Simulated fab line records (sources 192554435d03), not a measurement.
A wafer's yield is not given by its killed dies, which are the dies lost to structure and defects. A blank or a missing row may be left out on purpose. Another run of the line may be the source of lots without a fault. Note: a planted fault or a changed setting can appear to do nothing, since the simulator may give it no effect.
Chamber matching | flow n5 finfet | N5_BEOL_M9_DESCUM_16 on rie diel-04 has 4 sister chambers
The step chemistry O2, time 7.9 s. 14 wafers are shown with their chamber, then 6 later ones without.

EACH WAFER AND ITS CHAMBER
wafer  | chamber | showerhead plenum p Torr (Torr) | drypump motor current A (A) | throttle valve pct (%)
L716.3 | 0       | 2.15                            | 6.1                         | 20.48
L716.4 | 2       | 2.01                            | 5.7                         | 20.40
L714.1 | 3       | 2.02                            | 6.6                         | 20.28
L714.3 | 1       | 2.16                            | 5.1                         | 20.64
L714.5 | 2       | 2.01                            | 5.7                         | 20.39
L719.1 | 2       | 2.01                            | 5.7                         | 20.40
L719.5 | 1       | 2.16                            | 5.0                         | 20.63
L718.4 | 1       | 2.16                            | 5.0                         | 20.63
L718.5 | 3       | 2.02                            | 6.6                         | 20.28
L718.6 | 2       | 2.01                            | 5.7                         | 20.40
L722.2 | 0       | 2.15                            | 6.1                         | 20.48
L722.4 | 2       | 2.01                            | 5.7                         | 20.41
L724.1 | 1       | 2.16                            | 5.0                         | 20.64
L724.2 | 3       | 2.01                            | 6.6                         | 20.30

SIGNATURES (averages over the wafers above)
reading                  | chamber 0 | chamber 1 | chamber 2 | chamber 3 | scatter within a chamber
showerhead plenum p Torr | 2.1500    | 2.1600    | 2.0100    | 2.0167    | 0.00258
drypump motor current A  | 6.100     | 5.025     | 5.700     | 6.600     | 0.0274
throttle valve pct       | 20.4800   | 20.6350   | 20.4000   | 20.2867   | 0.00753
Rule: distance of a wafer from a chamber = root of the sum over the readings of ((wafer's reading minus chamber's mean) / reading's scatter) squared. The wafer belongs to the nearest chamber; if the next one is less than 2 further off, it can't be placed. The scatter: take each reading less its chamber's mean, square it, sum over the shown wafers, divide by the number of wafers less the number of chambers, and take the root.

WAFERS WITH NO CHAMBER GIVEN
wafer  | showerhead plenum p Torr (Torr) | drypump motor current A (A) | throttle valve pct (%)
L724.4 | 2.01                            | 5.7                         | 20.42
L732.4 | 2.15                            | 5.0                         | 20.69
L732.5 | 2.01                            | 6.7                         | 20.33
L736.1 | 2.14                            | 6.1                         | 20.52
L736.4 | 2.15                            | 5.0                         | 20.70
L736.6 | 2.01                            | 6.7                         | 20.33

THE CHAMBER EACH PASSED THROUGH
wafer  | from the rows above | in truth
L724.4 | 2                   | 2
L732.4 | 1                   | 1
L732.5 | 3                   | 3
L736.1 | 0                   | 0
L736.4 | 1                   | 1
L736.6 | 3                   | 3
6 of 6 placed correctly. Can't be placed from these rows: 0. Number placed wrongly: 0.
